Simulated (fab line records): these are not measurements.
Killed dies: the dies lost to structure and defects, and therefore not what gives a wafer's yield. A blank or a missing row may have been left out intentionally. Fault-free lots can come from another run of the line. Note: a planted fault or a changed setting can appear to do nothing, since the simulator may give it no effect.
Matching of chambers | flow n5Finfet | N5_BEOL_M4_ETCH_77 on rieDiel-01 has 3 sister chambers
The step etches underlayer in N2/H2, target depth 6.5 nm, time 5.2 s. 14 wafers are shown with their chamber, then 5 later ones without.

## WAFERS WITH THEIR CHAMBER
wafer  | chamber | drypumpMotorCurrentA (A) | throttleValvePct (%) | showerheadPlenumPTorr (Torr)
L075.1 | 2       | 5.9                      | 18.32                | 2.41
L075.5 | 1       | 5.6                      | 18.34                | 2.65
L075.6 | 2       | 5.9                      | 18.30                | 2.41
L076.3 | 2       | 5.8                      | 18.32                | 2.41
L076.4 | 3       | 5.5                      | 17.92                | 2.58
L076.6 | 2       | 5.9                      | 18.33                | 2.41
L078.1 | 1       | 5.6                      | 18.41                | 2.65
L078.5 | 3       | 5.5                      | 17.96                | 2.58
L078.6 | 1       | 5.6                      | 18.38                | 2.65
L084.3 | 3       | 5.5                      | 17.97                | 2.57
L084.4 | 2       | 5.8                      | 17.99                | 2.72
L084.5 | 1       | 5.6                      | 18.38                | 2.64
L085.1 | 2       | 5.9                      | 17.98                | 2.72
L085.4 | 3       | 5.5                      | 17.96                | 2.57

SIGNATURES (averages over the wafers above)
reading               | chamber 1 | chamber 2 | chamber 3 | scatter within a chamber
drypumpMotorCurrentA  | 5.600     | 5.867     | 5.500     | 0.0348
throttleValvePct      | 18.3775   | 18.2067   | 17.9525   | 0.118
showerheadPlenumPTorr | 2.6475    | 2.5133    | 2.5750    | 0.108
Rule: a wafer lies at a distance from a chamber equal to the root of the sum of squares, over the readings, of (its reading less the chamber's mean, divided by the reading's scatter). If the next closest chamber is less than 2 further off than the closest, the wafer can't be placed; otherwise it belongs to the closest. The scatter is the square root of a quotient: the sum, over the shown wafers, of each reading's squared deviation from its chamber's mean, divided by wafers minus chambers.

## WAFERS MISSING THEIR CHAMBER
wafer  | drypumpMotorCurrentA (A) | throttleValvePct (%) | showerheadPlenumPTorr (Torr)
L090.3 | 5.6                      | 18.42                | 2.63
L090.5 | 5.5                      | 18.00                | 2.56
L093.2 | 5.8                      | 18.02                | 2.71
L093.4 | 5.6                      | 18.42                | 2.63
L093.5 | 5.8                      | 17.99                | 2.71

## WHICH CHAMBER EACH ONE RAN IN
wafer  | from the rows above | in truth
L090.3 | 1                   | 1
L090.5 | 3                   | 3
L093.2 | 2                   | 2
L093.4 | 1                   | 1
L093.5 | 2                   | 2
5 of 5 placed correctly. Number that these rows cannot place: 0. Wrongly placed: 0.
